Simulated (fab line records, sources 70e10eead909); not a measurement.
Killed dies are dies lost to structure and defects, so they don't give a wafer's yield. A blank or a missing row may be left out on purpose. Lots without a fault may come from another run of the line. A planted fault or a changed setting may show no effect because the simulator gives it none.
A struck lot beside a sound one | flow nand_harc | 14 steps out of a route of 1302
Sound: wafers L331.3, L331.5, L331.6. Struck: wafers L342.2, L342.3. (L342.1 of the same lot was not struck and is left out.) The cause comes at the end.
At each step with rows: each side's tool, then ch and its chambers, then its first start. Under that, the readings that differ: sound wafers | struck wafers | difference of the means | sigmas: that difference in standard deviations of wafers without a fault.
alike: readings whose means differ by less than 2 such deviations, and words and numbers that are the same on both sides. not compared: withheld readings, readings that some wafer has no value for, bounds like >300 that may hide the same value, and numbers for which the record gives no deviation and whose values overlap.
The two part at a step that has a row with sigmas, a row that says differs or no value, or rows on one side only. Numbers that don't overlap but have no deviation are shown without sigmas and don't part them. A reading that every wafer of one side lacks parts them only if that side has two wafers or more.

NHARC_A_CHANNEL_FILL_D1_ALD_15: deposits SiNx, target thk 2 nm, pulse time 60 s, ald cycles 19.
  sound on ald_sin_batch-02 ch 0; struck on ald_sin_batch-02 ch 0
  alike: precursor_pulse_height_rel
  not compared: ald_cycles
NHARC_A_CHANNEL_FILL_D1_ALD_16: deposits SiO2, target thk 1.5 nm, pulse time 10 s, ald cycles 15.
  sound on ald_hk-02 ch 0,1,3, day 9 23:10; struck on ald_hk-03 ch 0,1, day 14 10:29
  alike: heater_power_outer_w, heater_power_w, precursor_pulse_height_rel
  not compared: ald_cycles
then, 3 steps without rows for these wafers: NHARC_A_CHANNEL_FILL_D1_ANNEAL_17 (time 1800 s); NHARC_A_CHANNEL_FILL_D1_CVD_18 (deposits poly-Si, target thk 3 nm); NHARC_A_CHANNEL_FILL_D1_ETCHBACK_19 (etches the open film in HBr/Cl2, target depth 5 nm, time 1.7 s).
NHARC_A_CHANNEL_FILL_D1_ETCHBACK_20: etches the open film in C4F8/O2/Ar, target depth 27 nm, time 13.5 s.
  sound on rie_diel-11 ch 0,3, day 10 11:01; struck on rie_diel-11 ch 1,2, day 14 22:30
  reading               | sound          | struck    | difference | sigmas
  oes_product_au (a.u.) | 0.93 0.93 0.93 | 1.00 1.01 | +0.07      | +2
  alike: rf_vpp_V
  not compared: rf_hours_counter_h
NHARC_A_CHANNEL_FILL_D1_STRIP_28: strips in O2, time 20 s.
  sound on rie_diel-11 ch 1,2,3, day 10 11:07; struck on rie_diel-11 ch 1,3, day 14 22:35
  alike: drypump_motor_current_A, mfc_ar_sccm, oes_product_au, rf_vpp_V, showerhead_plenum_p_Torr, throttle_valve_pct
  not compared: rf_hours_counter_h
then, 4 steps without rows for these wafers: NHARC_A_CHANNEL_FILL_D1_PRECLEAN_21 (cleans in dHF, time 30 s); NHARC_A_CHANNEL_FILL_D1_SRD_23; NHARC_A_CHANNEL_FILL_D1_CVD_05 (deposits poly-Si, target thk 5 nm); NHARC_A_CHANNEL_FILL_D1_ANNEAL_22 (time 7200 s).
NHARC_A_CHANNEL_FILL_D1_ALD_25: deposits SiOx, target thk 60 nm, pulse time 10 s, ald cycles 600.
  sound on ald_hk-01 ch 1,2,3, day 11 01:32; struck on ald_hk-01 ch 0,2, day 15 11:07
  reading    | sound       | struck  | difference | sigmas
  ald_cycles | 600 600 600 | 512 512 | -88        |
  alike: heater_power_outer_w, heater_power_w, precursor_pulse_height_rel
NHARC_A_CHANNEL_FILL_D1_ETCHBACK_08: etches the open film in C4F8, target depth 220 nm, time 110 s.
  sound on rie_diel-08 ch 2,3; struck on rie_diel-09 ch 0,2
  alike: oes_product_au, rf_vpp_V
  not compared: rf_hours_counter_h
-- the record jumps here: 14 days lie between the struck wafers' starts before and after (it left off in module A_CHANNEL_FILL_D1 and takes up again in module END, whose first step shown is number 1302 of the route) --
NHARC_END_SORT_01:
  sound on prober-02 ch 0, day 24 22:04; struck on prober-02 ch 0, day 29 17:25
  alike: killed_at_array, killed_at_other, killed_at_periphery, killed_dies, killed_open, killed_short

WHERE THEY PART
Only at NHARC_A_CHANNEL_FILL_D1_ETCHBACK_20, within this record. Later steps at which nothing parts them and some readings are alike: NHARC_A_CHANNEL_FILL_D1_STRIP_28, NHARC_A_CHANNEL_FILL_D1_ALD_25, NHARC_A_CHANNEL_FILL_D1_ETCHBACK_08, NHARC_END_SORT_01.

WHY: what the simulator had put in
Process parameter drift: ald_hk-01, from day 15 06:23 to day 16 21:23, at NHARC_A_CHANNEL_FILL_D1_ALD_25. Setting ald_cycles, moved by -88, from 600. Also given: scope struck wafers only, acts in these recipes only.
